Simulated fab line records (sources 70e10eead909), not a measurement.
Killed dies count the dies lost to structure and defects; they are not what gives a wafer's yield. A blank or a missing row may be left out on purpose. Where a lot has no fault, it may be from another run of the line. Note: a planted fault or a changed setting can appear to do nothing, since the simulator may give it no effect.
A single fault, viewed from 2 desks    flow nand_harc    only its own numbers are on each desk; what lay behind them is given at the end

## FROM THE METROLOGY DESK
What the gauges read, lot by lot, whatever tool the lot ran on: means of the sampled wafers that have a number. Any lot whose mean is over 4 standard deviations away from the usual mean is out of limits and marked OUT; that distance is given in the brackets.
Columns: A = cd_nm at NHARC_P_M0_CD_MEAS_09, usual 90.0 nm; B = overlay_x_nm at NHARC_P_M0_OVL_MEAS_10, usual 0.1 nm; C = overlay_y_nm at NHARC_P_M0_OVL_MEAS_10, usual -0.3 nm; D = cd_nm at NHARC_P_M0_CD_MEAS_16, usual 89.9 nm
lot   first seen here  A                B     C     D
L151  day 5 20:27      89.5             -0.2  0.3   89.5
L152  day 5 22:15      90.2             -0.7  -0.9  90.2
L153  day 6 09:44      90.1             1.0   1.0   89.7
L154  day 6 12:34      90.0             -0.1  -1.7  89.4
L156  day 6 23:53      89.4             -0.8  -0.6  89.5
L160  day 8 00:17      90.5             1.3   -0.4  89.9
L167  day 10 00:52     90.0             -0.3  -0.7  90.1
L168  day 10 05:32     86.8 (-4.8) OUT  0.6   1.1   86.2 (-4.9) OUT
L171  day 10 17:59     86.7 (-5.0) OUT  -1.8  -0.9  86.6 (-4.4) OUT
L173  day 11 01:52     90.3             1.4   -0.5  90.4
L174  day 11 14:31     89.6             0.1   -0.1  88.6
This desk finds L168, L171 out of limits, L168 being first, at day 10 05:32 (cd_nm at NHARC_P_M0_CD_MEAS_09). L151, L152, L153, L154, L156, L160, L167, L173, L174: within limits.

## FOR THE TOOL OWNER'S DESK: litho_track-04
The tool's own readings at NHARC_P_M0_PEB_07 (peb time 65 s): means of the sampled wafers that have a number, for each lot that ran on this tool. Any lot whose mean is over 4 standard deviations away from the usual mean is out of limits and marked OUT; that distance is given in the brackets.
Columns: A = heater_power_total_W at NHARC_P_M0_PEB_07, usual 156.7 W; B = plate_temp_C at NHARC_P_M0_PEB_07, usual 100.02 C
lot   first seen here  A                 B
L152  day 5 22:10      156.9             100.03
L154  day 6 12:29      156.4             100.03
L160  day 8 00:11      156.4             99.98
L168  day 10 05:28     154.6 (-5.3) OUT  99.00 (-8.5) OUT
L171  day 10 17:55     155.2             99.35 (-5.6) OUT
This desk finds L168, L171 out of limits, L168 being first, at day 10 05:28 (heater_power_total_W at NHARC_P_M0_PEB_07). L152, L154, L160: within limits.

## PUT TOGETHER
At day 10 05:28, on L168, L171, the tool owner's desk was in a position to raise an alarm.
On L168, L171, the metrology desk was in a position to raise an alarm at day 10 05:32.
All the named lots went through NHARC_P_M0_PEB_07 on litho_track-04.

## WHAT THE SIMULATOR HAD INSERTED
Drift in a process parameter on litho_track-04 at NHARC_P_M0_PEB_07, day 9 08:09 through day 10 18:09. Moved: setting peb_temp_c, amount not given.
Shown lots that were struck: L168, L171.
Fault start to first reading out of limits, in hours, per desk: tool owner, 21; metrology, 21.
